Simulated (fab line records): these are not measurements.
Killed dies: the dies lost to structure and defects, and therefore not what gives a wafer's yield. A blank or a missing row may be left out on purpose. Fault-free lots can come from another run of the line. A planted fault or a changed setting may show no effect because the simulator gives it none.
fab line records	flow n5-finfet
[record] lots = 5	wafers = 15	last-day = 17
route steps=1938 shown BEOL_M6@1221 PASSIVATION@1936
lots that met no fault: from a run of the same line without faults
start-h: hours from the record's opening day to when the first of the lot's shown wafers began	wait-h: hours from the lot's prior step to this one	" repeats the value in the row above	L1.1+2: a row that stands for several wafers	- no value, or no start was given	* or withheld: withheld	< > ~ a bound
route shown NAME@n: NAME is a module with steps in the file, n the number in the route of the first one	usual: mean/standard deviation of fault-free wafers	same: alike in all rows	chamber/n: place in a boat	sites: per-site readings	_std_site: how widely they spread, as a standard deviation	_edge_site: outer sites' mean less inner sites'	radius-mm: for every site, how far away it sits from the centre of the wafer	mask NAME#n: copy n	behind: tool/chamber where the wafer was last shaped	hold: why the lot went on hold/how many hours it stayed there/how the hold came to an end	device: transistor that didn't switch, given as n, p or np	end of line: the same wafers' tests at the end of the route	a step with no rows: only its recipe	killed: at the first sort, the dies lost to defects and structure; wafer yield is something else	map: a wafer's dies, x killed, . not, _ none there
set.NAME: the setting as run; set.NAME@STEP: as run at that earlier step	model.NAME: the simulator's own value behind a step, which no gauge read
lots at selected steps of the route; one table per step, one row per wafer
services: the hour from which a tool's chamber was out of use, counted from the record's first day as start-h (under 0 if before that day), plus the number of hours and why
[[steps]]
[step N5_BEOL_M6_COAT_22]
[recipe] resist = CAR-EUV	spin-rpm = 1500	resist-thk-nm = 30
[step N5_BEOL_M6_EBR_24]
[recipe] solvent = PGMEA	ebr-width-mm = 1.5
[step N5_BEOL_M6_SOFTBAKE_23]
[recipe] temp-c = 110	time-s = 60	resist = CAR-EUV
[step N5_BEOL_M6_EXPOSE_25]
[recipe] mask-id = V5	na = 0.33	source-shape = annular	sigma-inner = 0.4	sigma-outer = 0.8	polarization = unpolarized	target-cd-nm = 40	dose-mj = 45
[step N5_BEOL_M6_PEB_26]
[recipe] peb-temp-c = 100	peb-time-s = 60	resist = CAR-EUV
[step N5_BEOL_M6_DEVELOP_27]
[recipe] develop-time-s = 30	developer = TMAH	resist = CAR-EUV	rinse-liquid = surfactant-rinse	dry = air-spin	dev-temp-c = 23
[step N5_BEOL_M6_CD_MEAS_28]
[recipe] target-cd-nm = 40	landing-energy-ev = 500	detector = se-inlens
[usual] cd-nm = 40.03/0.23
lot.wafer	tool	chamber	start-h	wait-h	cd-nm
L982.1	cd-sem-01	0	213.59	-	40.35
L982.4	"	0	"	"	39.82
L982.5	"	0	"	"	40.11
L983.1	cd-sem-03	0	219.32	-	39.84
L983.5	"	0	"	"	40.30
L983.6	"	0	"	"	39.85
L991.1	cd-sem-03	0	256.61	-	39.96
L991.2	"	0	"	"	39.76
L991.5	"	0	"	"	40.16
L997.1	cd-sem-01	0	301.93	-	39.96
L997.3	"	0	"	"	40.35
L997.6	"	0	"	"	39.95
L998.1	cd-sem-02	0	317.12	-	40.09
L998.2	"	0	"	"	39.96
L998.3	"	0	"	"	39.54
[step N5_BEOL_M6_OVL_MEAS_29]
[recipe] points-per-wafer = 522
[usual] V5_OVL = -0.1/0.75
lot.wafer	tool	chamber	start-h	wait-h	V5_OVL[nm]
L982.1	overlay-02	0	213.62	0.0	0.1
L982.4	"	0	"	"	0.4
L982.5	"	0	"	"	-0.1
L983.1	overlay-02	0	219.35	0.0	-0.3
L983.5	"	0	"	"	-1.1
L983.6	"	0	"	"	0.2
L991.1	overlay-02	0	256.64	0.0	-0.8
L991.2	"	0	"	"	-0.5
L991.5	"	0	"	"	0.1
L997.1	overlay-01	0	301.96	0.0	-1.3
L997.3	"	0	"	"	-0.6
L997.6	"	0	"	"	-0.2
L998.1	overlay-02	0	317.15	0.0	0.7
L998.2	"	0	"	"	0.4
L998.3	"	0	"	"	0.2
[step N5_BEOL_M6_INSPECT_30]
[recipe] mode = adi	inspect-instrument = brightfield
[usual] raw-defect-count = 438/100
lot.wafer	tool	chamber	start-h	wait-h	raw-defect-count
L982.1	defect-inspect-02	-	213.68	0.1	293
L982.4	"	-	"	"	298
L982.5	"	-	"	"	305
L983.1	defect-inspect-01	-	219.41	0.1	453
L983.5	"	-	"	"	394
L983.6	"	-	"	"	518
L991.1	defect-inspect-01	-	256.70	0.1	347
L991.2	"	-	"	"	480
L991.5	"	-	"	"	372
L997.1	defect-inspect-01	-	302.13	0.2	477
L997.3	"	-	"	"	554
L997.6	"	-	"	"	435
L998.1	defect-inspect-01	-	317.21	0.1	447
L998.2	"	-	"	"	460
L998.3	"	-	"	"	457
[step N5_BEOL_M6_DESCUM_33]
[recipe] chemistry = O2	time-s = 7	source-power-w = 50	bias-power-w = 20	pressure-mtorr = 20	rf-frequency-hz = 2.712e+07	temp-c = 40	resist = CAR-EUV	o2-flow-sccm = 225
[usual] chamber-pressure-mTorr = 20.000/0.019	drypump-motor-current-A = 5.8/0.4	oes-product-au = 0.83/0.091	rf-vpp-V = 243.5/1.6	showerhead-plenum-p-Torr = 2.11/0.084	temp-c = 39.99/0.11	throttle-valve-pct = 20.41/0.26
lot.wafer	tool	chamber	start-h	wait-h	chamber-pressure-mTorr	drypump-motor-current-A	oes-product-au	rf-hours-counter-h	rf-vpp-V	showerhead-plenum-p-Torr	temp-c	throttle-valve-pct
L982.1	rie-diel-06	1	214.83	1.1	20.010	5.2	0.72	214	245.2	2.16	40.14	20.79
L982.4	"	3	"	"	19.994	5.6	0.98	2	243.6	2.06	40.00	20.35
L982.5	"	2	"	"	20.019	6.3	0.91	-	245.7	2.22	39.97	20.05
L983.1	rie-diel-06	3	219.53	0.1	19.986	5.6	0.96	4	243.0	2.05	40.00	20.36
L983.5	"	2	"	"	20.007	6.4	0.91	-	244.2	2.22	39.97	20.04
L983.6	"	1	"	"	19.980	5.2	0.72	-	244.6	2.15	39.71	20.78
L991.1	rie-diel-06	0	256.83	0.1	20.028	5.7	0.90	32	246.9	2.22	40.10	20.36
L991.2	"	2	"	"	19.968	6.3	0.88	42	244.9	2.21	40.10	20.08
L991.5	"	1	"	"	20.006	5.2	0.70	-	244.9	2.15	39.76	20.82
L997.1	rie-diel-02	1	302.17	0.0	19.999	5.6	0.86	53	241.5	2.04	40.05	20.24
L997.3	"	2	"	"	19.985	5.7	0.72	178	240.5	2.00	40.12	20.73
L997.6	"	1	"	"	19.992	5.6	0.86	-	242.1	2.04	40.08	20.22
L998.1	rie-diel-02	3	317.48	0.3	19.921	6.5	0.73	147	245.1	2.19	39.95	20.33
L998.2	"	2	"	"	19.998	5.7	0.72	181	242.0	1.99	40.03	20.73
L998.3	"	1	"	"	19.999	5.6	0.85	59	241.9	2.04	39.79	20.22
[step N5_BEOL_M6_ETCH_72]
[recipe] chemistry = N2/H2	target = underlayer	target-depth-a = 65	mask-material = CAR-EUV	time-s = 5.2	ion-energy-ev = 200	pressure-mtorr = 30	source-w = 840	bias-w = 150	n2-flow-sccm = 200	h2-flow-sccm = 200	ends = cleared
[usual] chamber-pressure-mTorr = 30.00/0.042	drypump-motor-current-A = 5.8/0.4	etch-rf-on-time-s = 5.18/0.076	oes-product-au = 0.71/0.075	rf-fwd-power-W = 819.3/2.2	rf-vpp-V = 525/3.1	showerhead-plenum-p-Torr = 2.57/0.1	throttle-valve-pct = 17.85/0.21
lot.wafer	tool	chamber	start-h	wait-h	chamber-pressure-mTorr	drypump-motor-current-A	etch-rf-on-time-s	oes-product-au	rf-fwd-power-W	rf-hours-counter-h	rf-vpp-V	showerhead-plenum-p-Torr	throttle-valve-pct
L982.1	rie-diel-06	1	214.86	0.0	29.94	5.2	5.20	0.61	812.6	214	527	2.62	18.13
L982.4	"	3	"	"	30.09	5.6	5.13	0.83	819.2	2	523	2.50	17.74
L982.5	"	2	"	"	30.04	6.3	5.31	0.76	823.2	-	527	2.72	17.56
L983.1	rie-diel-06	3	219.57	0.0	29.92	5.6	5.04	0.83	817.5	4	520	2.49	17.73
L983.5	"	2	"	"	29.99	6.3	5.26	0.76	819.4	-	529	2.71	17.55
L983.6	"	1	"	"	30.09	5.2	5.14	0.61	815.9	-	527	2.61	18.15
L991.1	rie-diel-06	0	256.86	0.0	29.98	5.7	5.19	0.77	822.3	32	527	2.70	17.74
L991.2	"	2	"	"	29.92	6.3	5.26	0.74	817.5	42	526	2.71	17.59
L991.5	"	1	"	"	30.01	5.2	5.19	0.60	816.7	-	526	2.61	18.15
L997.1	rie-diel-02	1	302.20	0.0	30.02	5.6	5.19	0.72	820.6	53	522	2.49	17.68
L997.3	"	2	"	"	29.99	5.7	5.12	0.62	818.0	178	521	2.43	18.11
L997.6	"	1	"	"	30.02	5.6	5.25	0.73	818.4	-	521	2.49	17.69
L998.1	rie-diel-02	3	317.52	0.0	29.99	6.6	5.25	0.64	821.8	147	527	2.65	17.76
L998.2	"	2	"	"	30.01	5.7	5.08	0.63	823.4	181	520	2.43	18.12
L998.3	"	1	"	"	29.92	5.6	5.13	0.72	822.1	59	521	2.49	17.71
[step N5_BEOL_M6_ETCH_65]
[recipe] chemistry = CF4	target = SiARC	target-depth-a = 156	mask-material = CAR-EUV	time-s = 26	ion-energy-ev = 80	pressure-mtorr = 40	source-w = 545	bias-w = 36	Ar_flow_sccm = 100	cf4-flow-sccm = 100	ends = cleared
[usual] cf4-flow-sccm = 99.98/0.28	chamber-pressure-mTorr = 40.00/0.037	drypump-motor-current-A = 5.8/0.41	etch-rf-on-time-s = 25.8/0.32	oes-product-au = 0.71/0.075	rf-fwd-power-W = 531.6/1.8	rf-vpp-V = 184.4/1.2	showerhead-plenum-p-Torr = 2.16/0.083	throttle-valve-pct = 15.59/0.28
lot.wafer	tool	chamber	start-h	wait-h	cf4-flow-sccm	chamber-pressure-mTorr	drypump-motor-current-A	etch-rf-on-time-s	oes-product-au	rf-fwd-power-W	rf-hours-counter-h	rf-vpp-V	showerhead-plenum-p-Torr	throttle-valve-pct
L982.1	rie-diel-06	1	214.88	0.0	100.04	40.01	5.2	25.8	0.61	532.7	214	185.5	2.21	16.05
L982.4	"	3	"	"	99.64	40.01	5.6	25.2	0.83	530.0	2	183.9	2.11	15.43
L982.5	"	2	"	"	100.34	39.96	6.3	25.9	0.77	530.3	-	185.6	2.27	15.24
L983.1	rie-diel-06	3	219.59	0.0	100.23	39.98	5.6	25.6	0.82	530.5	4	183.3	2.10	15.45
L983.5	"	2	"	"	100.16	39.97	6.3	26.3	0.76	531.1	-	185.4	2.27	15.27
L983.6	"	1	"	"	99.79	39.92	5.2	26.0	0.61	531.5	-	186.3	2.21	16.03
L991.1	rie-diel-06	0	256.88	0.0	100.37	39.99	5.7	26.0	0.78	536.0	32	184.9	2.27	15.46
L991.2	"	2	"	"	100.85	39.94	6.3	26.0	0.76	531.1	42	184.8	2.27	15.29
L991.5	"	1	"	"	99.95	39.97	5.2	25.7	0.60	533.9	-	185.1	2.20	16.07
L997.1	rie-diel-02	1	302.22	0.0	100.23	39.96	5.6	26.2	0.73	531.4	53	184.6	2.09	15.39
L997.3	"	2	"	"	99.51	40.00	5.6	25.7	0.62	531.2	178	182.2	2.05	15.95
L997.6	"	1	"	"	100.28	39.99	5.6	26.3	0.73	531.9	-	184.2	2.09	15.37
L998.1	rie-diel-02	3	317.54	0.0	99.57	39.97	6.6	26.1	0.63	531.9	147	185.7	2.23	15.56
L998.2	"	2	"	"	99.75	40.00	5.7	25.7	0.63	532.6	181	183.3	2.05	15.96
L998.3	"	1	"	"	99.92	39.99	5.6	26.3	0.73	529.7	59	184.4	2.08	15.37
[step N5_BEOL_M6_ETCH_66]
[recipe] chemistry = N2/H2	target = SOC	target-depth-a = 800	overetch-a = 160	mask-material = SiARC	temp-c = 40	time-s = 120	ion-energy-ev = 200	pressure-mtorr = 30	source-w = 840	bias-w = 150	n2-flow-sccm = 200	h2-flow-sccm = 200
[usual] chamber-pressure-mTorr = 30.001/0.026	drypump-motor-current-A = 5.8/0.4	oes-product-au = 0.64/0.066	rf-fwd-power-W = 835.9/2.8	rf-vpp-V = 524.7/3	showerhead-plenum-p-Torr = 2.57/0.1	temp-c = 40.00/0.1	throttle-valve-pct = 17.81/0.21
lot.wafer	tool	chamber	start-h	wait-h	chamber-pressure-mTorr	drypump-motor-current-A	oes-product-au	rf-fwd-power-W	rf-hours-counter-h	rf-vpp-V	showerhead-plenum-p-Torr	temp-c	throttle-valve-pct	model.SiARC_of_BEOL_M6_COAT_64.thk-nm	model.BEOL_M6.cd-nm
L982.1	rie-diel-06	1	214.91	0.0	29.985	5.2	0.55	835.3	214	526.6	2.62	40.08	18.12	6.4	40
L982.4	"	3	"	"	29.982	5.6	0.73	835.4	2	522.4	2.50	39.88	17.69	6.2	39.8
L982.5	"	2	"	"	30.001	6.3	0.69	834.6	-	527.4	2.72	39.99	17.55	6.6	40
L983.1	rie-diel-06	3	219.61	0.0	29.981	5.6	0.74	831.6	4	520.9	2.49	40.16	17.70	6.2	39.6
L983.5	"	2	"	"	30.017	6.3	0.69	839.6	-	529.4	2.72	40.18	17.55	6.4	40.2
L983.6	"	1	"	"	29.977	5.1	0.55	835.6	-	526.4	2.61	39.97	18.11	6.2	39.8
L991.1	rie-diel-06	0	256.91	0.0	29.993	5.7	0.69	841.1	32	527.9	2.70	39.99	17.70	6.4	39.8
L991.2	"	2	"	"	30.048	6.3	0.67	1037.0	43	492.3	2.71	40.20	17.57	5.8	40.6
L991.5	"	1	"	"	30.017	5.2	0.54	838.0	-	525.8	2.61	39.95	18.12	6.4	39.8
L997.1	rie-diel-02	1	302.25	0.0	29.996	5.6	0.66	839.7	53	522.3	2.49	39.95	17.65	6.4	40.2
L997.3	"	2	"	"	29.986	5.7	0.56	837.1	178	520.0	2.43	39.89	18.08	6.4	40.2
L997.6	"	1	"	"	29.958	5.6	0.66	840.1	-	522.8	2.49	39.98	17.64	6.2	39.8
L998.1	rie-diel-02	3	317.56	0.0	30.046	6.6	0.57	833.8	147	526.3	2.65	40.25	17.71	6.4	40.2
L998.2	"	2	"	"	29.997	5.7	0.56	835.6	182	520.4	2.43	39.96	18.09	6.4	40
L998.3	"	1	"	"	29.994	5.6	0.65	840.0	59	522.0	2.49	39.89	17.66	6.4	40
[step N5_BEOL_M6_STRIP_69]
[recipe] chemistry = N2/H2	temp-c = 40	n2-flow-sccm = 200	h2-flow-sccm = 200	rf-frequency-hz = 6e+07
[step N5_BEOL_M6_STRIP_73]
[recipe] chemistry = N2/H2	temp-c = 40	n2-flow-sccm = 200	h2-flow-sccm = 200	rf-frequency-hz = 6e+07
[step N5_BEOL_M6_VIA_ETCH_34]
[recipe] chemistry = C4F6/O2	target = SiCOH_lowk	target-depth-a = 1263	mask-material = SOC	taper-deg = 4	time-s = 50.9	ion-energy-ev = 250	pressure-mtorr = 30	source-w = 345	bias-w = 185	Ar_flow_sccm = 300	C4F6_flow_sccm = 10	O2_flow_sccm = 10
[usual] C4F6_flow_sccm = 9.998/0.03	chamber-pressure-mTorr = 29.998/0.025	drypump-motor-current-A = 5.8/0.41	oes-product-au = 0.83/0.089	rf-fwd-power-W = 341.7/1.2	rf-vpp-V = 666/7.2	showerhead-plenum-p-Torr = 2.88/0.11	throttle-valve-pct = 20.89/0.25
lot.wafer	tool	chamber	start-h	wait-h	C4F6_flow_sccm	chamber-pressure-mTorr	drypump-motor-current-A	oes-product-au	rf-fwd-power-W	rf-hours-counter-h	rf-vpp-V	showerhead-plenum-p-Torr	throttle-valve-pct	model.BEOL_M6.cd-nm
L982.1	rie-diel-06	1	215.01	0.0	10.043	29.999	5.2	0.71	342.8	214	665	2.93	21.30	40
L982.4	"	3	"	"	10.018	29.994	5.6	0.98	339.5	2	671	2.79	20.79	39.8
L982.5	"	2	"	"	10.009	29.953	6.3	0.90	340.6	-	668	3.01	20.53	40
L983.1	rie-diel-06	3	219.71	0.0	9.999	29.991	5.6	0.96	341.3	4	671	2.79	20.78	39.8
L983.5	"	2	"	"	9.978	29.977	6.3	0.90	342.1	-	667	3.01	20.53	40.2
L983.6	"	1	"	"	9.978	30.006	5.2	0.71	339.9	-	665	2.93	21.27	39.8
L991.1	rie-diel-06	0	257.01	0.0	10.018	30.014	5.7	0.90	342.0	32	671	3.01	20.84	39.8
L991.2	"	2	"	"	9.995	29.972	6.3	0.88	341.6	43	665	3.00	20.56	40.6
L991.5	"	1	"	"	9.978	29.993	5.2	0.71	342.9	-	663	2.92	21.29	39.8
L997.1	rie-diel-02	1	302.35	0.0	10.021	29.993	5.7	0.86	342.4	53	678	2.78	20.69	40.2
L997.3	"	2	"	"	9.958	30.028	5.7	0.72	343.5	178	652	2.72	21.20	40.2
L997.6	"	1	"	"	10.007	29.982	5.6	0.86	342.3	-	677	2.78	20.71	39.8
L998.1	rie-diel-02	3	317.66	0.0	10.047	29.991	6.6	0.74	343.4	147	665	2.97	20.84	40.2
L998.2	"	2	"	"	10.023	29.982	5.7	0.71	341.4	182	651	2.72	21.21	39.8
L998.3	"	1	"	"	9.975	30.029	5.6	0.85	340.6	59	678	2.78	20.70	40
[step N5_BEOL_M6_STRIP_76]
[recipe] chemistry = C4F6/O2	resist = SiARC	rf-frequency-hz = 6e+07
[step N5_PASSIVATION_PROBE_49]
[usual] defect-limited-yield = 91.1/1.5	killed_at_M0_to_M3 = 36/11	killed_at_M4_up = 13/5	killed-at-contacts = 13/5	killed-at-front-end = 40/12	killed-at-other = 3.3/2.3	killed-dies = 106/17	killed-on-rim = 13/3.7	killed-open = 70/13	killed-short = 34/7.6	sort_bin_5_function = 5.3/0.96	sort_bin_6_memory = 3.3/0.66	sort-n-pass = 1074/17	sort-yield-pct = 91.1/1.5
[same] gross-dies = 1180	killed-at-back-side = 0	sort_bin_4_leakage[%] = 0	sort_bin_8_speed[%] = 0
lot.wafer	tool	chamber	start-h	wait-h	defect-limited-yield[%]	killed_at_M0_to_M3	killed_at_M4_up	killed-at-contacts	killed-at-front-end	killed-at-other	killed-dies	killed-on-rim	killed-open	killed-short	sort_bin_5_function[%]	sort_bin_6_memory[%]	sort-n-pass	sort-yield-pct[%]
L991.1	prober-02	-	342.20	0.0	90.5	57	9	8	35	3	112	15	74	33	6.3	2.9	1068	90.5
L991.5	prober-02	-	342.40	0.2	89.8	39	9	20	50	2	120	13	81	36	6.6	3.1	1060	89.8
// killed by level:class
L991.1 BEOL_M3:geometric-particle:open=21 BEOL_M0_SAQP:geometric-particle:open=10 BEOL_M2:geometric-particle:open=7 DUMMY_GATE:geometric-particle:open=6 GATE_CUT:geometric-particle:short=6 BEOL_M3:geometric-particle:short=6 MOL_CONTACT_COAG:geometric-particle:open=6 STI_FIN_REVEAL:geometric-particle:open=5
L991.5 MOL_CONTACT_COAG:geometric-particle:open=18 BEOL_M3:geometric-particle:open=15 STI_FIN_REVEAL:geometric-particle:open=10 FIN_SAQP:geometric-particle:open=9 DUMMY_GATE:geometric-particle:open=7 BEOL_M0_SAQP:geometric-particle:short=7 BEOL_M4:geometric-particle:open=7 STI_FIN_REVEAL:geometric-particle:short=5
[[services]]
tool	chamber	start-h	hours	kind
rie-diel-02	2	225.20	7.3	repair
rie-diel-06	-	265.39	0.7	repair
rie-diel-06	-	270.83	0.2	repair
rie-diel-02	0	279.12	2.5	repair
rie-diel-06	2	288.40	8.9	repair
rie-diel-06	1	304.37	12.7	repair
rie-diel-02	2	312.47	4.1	repair
[[key]]
[first-sign] step = N5_BEOL_M6_ETCH_66	reading = rf-fwd-power-W	direction = up	sigmas = 72	usual = *	struck = *
[effect] step = N5_BEOL_M6_ETCH_66	reading = rf-vpp-V	direction = down	sigmas = 11	usual = 524.7	struck = 492.3
[model-effect] step = N5_BEOL_M6_ETCH_66	value = SiARC_of_BEOL_M6_COAT_64.thk-nm	without = 6.6	struck = 5.8
[model-effect] step = N5_BEOL_M6_VIA_ETCH_34	value = BEOL_M6.cd-nm	without = 40	struck = 40.6
met-at N5_BEOL_M6_ETCH_66
struck-wafers L991.2
onset-between 219.61 256.91
[fault] kind = process-parameter-drift	tool = rie-diel-06	chamber = 2	onset-h = 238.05	steps = N5_BEOL_M6_ETCH_66	channel = source-w	offset = 201.6	shape = step	end-h = 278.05	acts-in = these-recipes-only	stated = 840
